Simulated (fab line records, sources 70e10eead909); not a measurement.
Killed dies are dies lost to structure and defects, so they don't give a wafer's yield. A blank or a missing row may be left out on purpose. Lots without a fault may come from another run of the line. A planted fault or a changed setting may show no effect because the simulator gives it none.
Chamber matching | flow nand_harc | NHARC_A_CHANNEL_HOLE_D1_ETCH_44 on rie_diel-11: 4 sister chambers
The step etches the open film in CF4/O2, target depth 140 nm, overetch 14 nm, time 77 s. 4 wafers are shown with their chamber, then 8 later ones without.

WAFERS WITH THEIR CHAMBER
wafer  | chamber | drypump_motor_current_A (A)
L080.5 | 3       | 5.29
L088.4 | 0       | 6.29
L088.5 | 1       | 5.67
L090.1 | 2       | 5.81

WAFERS WITHOUT THEIR CHAMBER
wafer  | drypump_motor_current_A (A)
L090.4 | 5.67
L090.6 | 5.65
L089.1 | 5.28
L089.3 | 5.82
L089.6 | 5.65
L092.1 | 5.28
L092.2 | 5.67
L092.6 | 5.82

WHICH CHAMBER EACH WENT THROUGH
wafer  | from the rows above | in truth
L090.4 | 1                   | 1
L090.6 | 1                   | 1
L089.1 | 3                   | 3
L089.3 | 2                   | 2
L089.6 | 1                   | 1
L092.1 | 3                   | 3
L092.2 | 1                   | 1
L092.6 | 2                   | 2
Placed correctly: 8 of 8. Can't be placed from these rows: 0. Placed wrongly: 0.
How it was worked out, from the rows above alone: a wafer's distance from a chamber is the root of the sum, over the readings, of the square of ((its reading less the chamber's mean) divided by the reading's scatter). The wafer belongs to the nearest chamber; if the next one is less than 2 further off, it can't be placed. A chamber's mean is the mean of its shown wafers. The scatter: with one shown wafer a chamber, the root of the mean of the squares of how far each hidden wafer lies from its nearest shown one.
